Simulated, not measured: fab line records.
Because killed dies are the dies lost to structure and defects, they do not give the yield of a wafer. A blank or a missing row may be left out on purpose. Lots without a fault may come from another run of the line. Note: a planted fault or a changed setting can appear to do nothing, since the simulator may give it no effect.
Split-lot study / flow n5-finfet / on a route of 1938 steps: 7 lots, 21 wafers read

## ABOUT THE SPLIT
At N5_ZERO_LAYER_EXPOSE_08 (exposes mask ZERO, defocus 0 nm, target cd 2000 nm), the setting dose-mj was moved away from the recipe's 16.2 on 10 of the 21 wafers read, by -6.9% to +5.1%. The other wafers ran this setting at the recipe's value.

## FROM THE SPLIT TO THE READING: what the file shows between them, 2 steps
- N5_ZERO_LAYER_DEVELOP_10: develop time 60 s (also split here: develop-time-s)
- N5_ZERO_LAYER_HARDBAKE_23: time 120 s

## THE READING
cd-nm (nm) at N5_ZERO_LAYER_CD_MEAS_11, where the cd target is 2000 nm. Fault-free wafers of this fab line usually give 1999.4 nm, standard deviation 1.3 nm.

wafer=L075.2; tool, chamber at the split=krf-scanner-01, 0; dose-mj as run=16.54; against the recipe=+2.1%; cd-nm, nm=2005.2; against lot-mates on the recipe=+5.8
wafer=L075.3; tool, chamber at the split=krf-scanner-01, 0; dose-mj as run=16.2; against the recipe=recipe; cd-nm, nm=1999.4; against lot-mates on the recipe=-
wafer=L075.4; tool, chamber at the split=krf-scanner-01, 0; dose-mj as run=16.54; against the recipe=+2.1%; cd-nm, nm=2006.4; against lot-mates on the recipe=+7.0
wafer=L080.1; tool, chamber at the split=krf-scanner-02, 0; dose-mj as run=17.02; against the recipe=+5.1%; cd-nm, nm=2008.9; against lot-mates on the recipe=+9.5
wafer=L080.2; tool, chamber at the split=krf-scanner-02, 0; dose-mj as run=16.2; against the recipe=recipe; cd-nm, nm=1999.6; against lot-mates on the recipe=-
wafer=L080.6; tool, chamber at the split=krf-scanner-02, 0; dose-mj as run=16.2; against the recipe=recipe; cd-nm, nm=1999.2; against lot-mates on the recipe=-
wafer=L084.1; tool, chamber at the split=krf-scanner-02, 0; dose-mj as run=16.2; against the recipe=recipe; cd-nm, nm=1995.5; against lot-mates on the recipe=-
wafer=L084.2; tool, chamber at the split=krf-scanner-02, 0; dose-mj as run=15.09; against the recipe=-6.9%; cd-nm, nm=1983.8; against lot-mates on the recipe=-11.7
wafer=L084.6; tool, chamber at the split=krf-scanner-02, 0; dose-mj as run=15.09; against the recipe=-6.9%; cd-nm, nm=1980.3; against lot-mates on the recipe=-15.2
wafer=L085.1; tool, chamber at the split=krf-scanner-01, 0; dose-mj as run=16.2; against the recipe=recipe; cd-nm, nm=1998.2; against lot-mates on the recipe=-
wafer=L085.3; tool, chamber at the split=krf-scanner-01, 0; dose-mj as run=16.2; against the recipe=recipe; cd-nm, nm=1998.0; against lot-mates on the recipe=-
wafer=L085.4; tool, chamber at the split=krf-scanner-01, 0; dose-mj as run=16.2; against the recipe=recipe; cd-nm, nm=1994.4; against lot-mates on the recipe=-
wafer=L088.1; tool, chamber at the split=krf-scanner-02, 0; dose-mj as run=16.2; against the recipe=recipe; cd-nm, nm=2000.1; against lot-mates on the recipe=-
wafer=L088.2; tool, chamber at the split=krf-scanner-02, 0; dose-mj as run=16.2; against the recipe=recipe; cd-nm, nm=2000.1; against lot-mates on the recipe=-
wafer=L088.3; tool, chamber at the split=krf-scanner-02, 0; dose-mj as run=16.2; against the recipe=recipe; cd-nm, nm=1998.0; against lot-mates on the recipe=-
wafer=L091.2; tool, chamber at the split=krf-scanner-01, 0; dose-mj as run=16.2; against the recipe=recipe; cd-nm, nm=1995.4; against lot-mates on the recipe=-
wafer=L091.3; tool, chamber at the split=krf-scanner-01, 0; dose-mj as run=16.62; against the recipe=+2.6%; cd-nm, nm=2001.5; against lot-mates on the recipe=+6.1
wafer=L091.4; tool, chamber at the split=krf-scanner-01, 0; dose-mj as run=16.62; against the recipe=+2.6%; cd-nm, nm=2005.9; against lot-mates on the recipe=+10.5
wafer=L092.2; tool, chamber at the split=krf-scanner-01, 0; dose-mj as run=16.86; against the recipe=+4.1%; cd-nm, nm=2004.3; against lot-mates on the recipe=no lot-mate on the recipe
wafer=L092.4; tool, chamber at the split=krf-scanner-01, 0; dose-mj as run=16.86; against the recipe=+4.1%; cd-nm, nm=2007.2; against lot-mates on the recipe=no lot-mate on the recipe
wafer=L092.6; tool, chamber at the split=krf-scanner-01, 0; dose-mj as run=16.86; against the recipe=+4.1%; cd-nm, nm=2005.0; against lot-mates on the recipe=no lot-mate on the recipe

FIT RESULTS
A straight line over all 21 wafers: cd-nm changes by +2.23 nm for each +1% of dose-mj; r = +0.95; the points scatter about the line by 2.2 nm.
The same after taking each lot's own level away (the mean of its wafers on the recipe; 18 wafers): +2.13 nm for each +1%; r = +0.96; scatter 1.8 nm.
That fit puts the effect of the largest move of dose-mj on the reading at 15 nm.
The span of the lots' own levels, 1995.40 to 1999.40 nm, comes to 3.1 times the standard deviation stated above.
The two slopes are in agreement: the lot-to-lot level therefore moves the slope only a little.
Check: for one of the wafers moved furthest among these (-6.9%), held out of the fit, the line's prediction against its lot-mates is -15.5 nm. Against them it came out at -11.7 nm.

## ADDITIONAL SPLITS CARRIED BY THESE WAFERS
Note: prior to the reading, these wafers also went through further splits. Each is held against what the fit with the lots' levels taken away leaves over:
other split on the same wafers=N5_ZERO_LAYER_DEVELOP_10 develop-time-s; wafers away from the commonest value=7; r with cd-nm (lot level and that fit taken away)=+0.44

## THE WHOLE CHAIN: every reading that the file lists as answering this split, in the file's order
step=N5_ZERO_LAYER_CD_MEAS_11; what it does=target cd 2000 nm; reading=cd-nm; change (the file's fit)=+2.09 nm for each +1% of the setting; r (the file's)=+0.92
step=N5_ZERO_LAYER_DESCUM_16; what it does=chemistry O2, time 7.9 s; reading=ZERO_LAYER.cd-nm (the simulator's own value, which no gauge read); change (the file's fit)=+2.07 nm for each +1% of the setting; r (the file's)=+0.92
step=N5_ZERO_LAYER_ETCH_17; what it does=etches SiO2 in CF4, target depth 12 nm, time 13.3 s; reading=ZERO_LAYER.cd-nm (the simulator's own value, which no gauge read); change (the file's fit)=+2.09 nm for each +1% of the setting, in a fit together with develop-time-s@ZERO_LAYER_DEVELOP_10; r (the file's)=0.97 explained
step=N5_ZERO_LAYER_ETCH_18; what it does=etches Si in HBr/Cl2, target depth 120 nm, time 40 s; reading=ZERO_LAYER.cd-nm (the simulator's own value, which no gauge read); change (the file's fit)=+2.1 nm for each +1% of the setting, in a fit together with develop-time-s@ZERO_LAYER_DEVELOP_10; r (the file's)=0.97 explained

## THE FILE'S OWN FIT
cd-nm changes by +2.09 nm for each +1% of dose-mj, r = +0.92.
